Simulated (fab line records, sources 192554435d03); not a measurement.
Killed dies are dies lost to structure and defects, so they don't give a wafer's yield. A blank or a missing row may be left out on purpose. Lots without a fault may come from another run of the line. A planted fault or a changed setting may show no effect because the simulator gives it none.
Problem report in the 8D (eight disciplines) form, filled by code | flow n5_finfet | the parts of the form that need people (team, actions taken, sign-off) are left out

1. THE PROBLEM
cd_nm at N5_FIN_SAQP_CD_MEAS_27 reads a mean of 15.68 nm on 3 wafers of 2 lots; wafers without a fault read 20.23 nm with a standard deviation of 0.26. That is -18 standard deviations from the usual mean.
The step: target cd 20 nm.
First seen on wafer L383.4, day 5 17:55, on cd_sem-02. The record holds 41 wafers of 14 lots with a number at this step. Rule for "out", or "out of limits": more than 4 standard deviations from the usual mean. The other wafers with a number count as sound.

2. WHAT IT IS AND WHAT IT IS NOT
question                    | is                     | is not
which readings at this step | cd_nm                  | -
which lots                  | L383, L385             | L368, L369, L370, L372, L373, L375, L376, L377, L378, L379, L380, L381
which wafers of those lots  | L383.4, L385.4, L385.6 | L383.3, L385.3
read on which gauges        | cd_sem-02, cd_sem-03   | cd_sem-01
when                        | from day 5 17:55       | up to then (37 sound wafers); but 1 sound wafer of L385 came after

3. SUSPECTS, AND WHAT RULES EACH OUT
Counting: a tool at a process step up to the reading stays a suspect if it ran every lot that is out. Sound lots after the first of them don't rule it out here, since some wafers of a struck lot are sound.
- the gauge at N5_FIN_SAQP_CD_MEAS_27: ruled out. The wafers that are out were read on 2 gauges (cd_sem-02, cd_sem-03).
- ald_sin-03 at N5_FIN_SAQP_SPACER1_ALD_24 (deposits SiO2, target thk 20.3 nm, pulse time 1 s, purge time 2 s): kept. It ran every lot that is out, first L383 (day 5 16:58); its last sound lot up to then is L379 (day 5 01:10).
Left after counting: ald_sin-03 at N5_FIN_SAQP_SPACER1_ALD_24.

4. THE CAUSE (what the simulator had put in)
Process parameter drift: ald_sin-03, from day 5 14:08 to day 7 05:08, at N5_FIN_SAQP_SPACER1_ALD_24. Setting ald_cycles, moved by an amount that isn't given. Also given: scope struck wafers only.
Counting left only this tool.

5. THE CHAIN OF EFFECTS, in route order
Each row: a reading whose mean over the struck wafers that have a number lies more than 3 standard deviations from the usual. Only readings for which the record gives a usual standard deviation are gone through. hours: the time from each lot's start at the first step in this table that gives one to its start at this step, as a median over the lots. sigmas: the change in usual standard deviations.
hours | step                   | reading | usual    | on struck wafers | change | sigmas
0     | N5_FIN_SAQP_CD_MEAS_27 | cd_nm   | 20.23 nm | 15.68            | -4.55  | -18

6. WHAT WOULD HAVE CAUGHT IT SOONER
In this record the first reading out of limits at a measuring or inspecting step was taken at day 5 17:55, 4 hours after the fault began at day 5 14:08.
Of the tool readings at N5_FIN_SAQP_SPACER1_ALD_24 for which the record gives a usual standard deviation, none was out on any struck wafer, so an alarm limit of 4 standard deviations on them would not have fired.
Of the lots that are out (2), L385 began N5_FIN_SAQP_SPACER1_ALD_24 on ald_sin-03 after day 5 17:55. A hold on the tool at that time would have spared it.
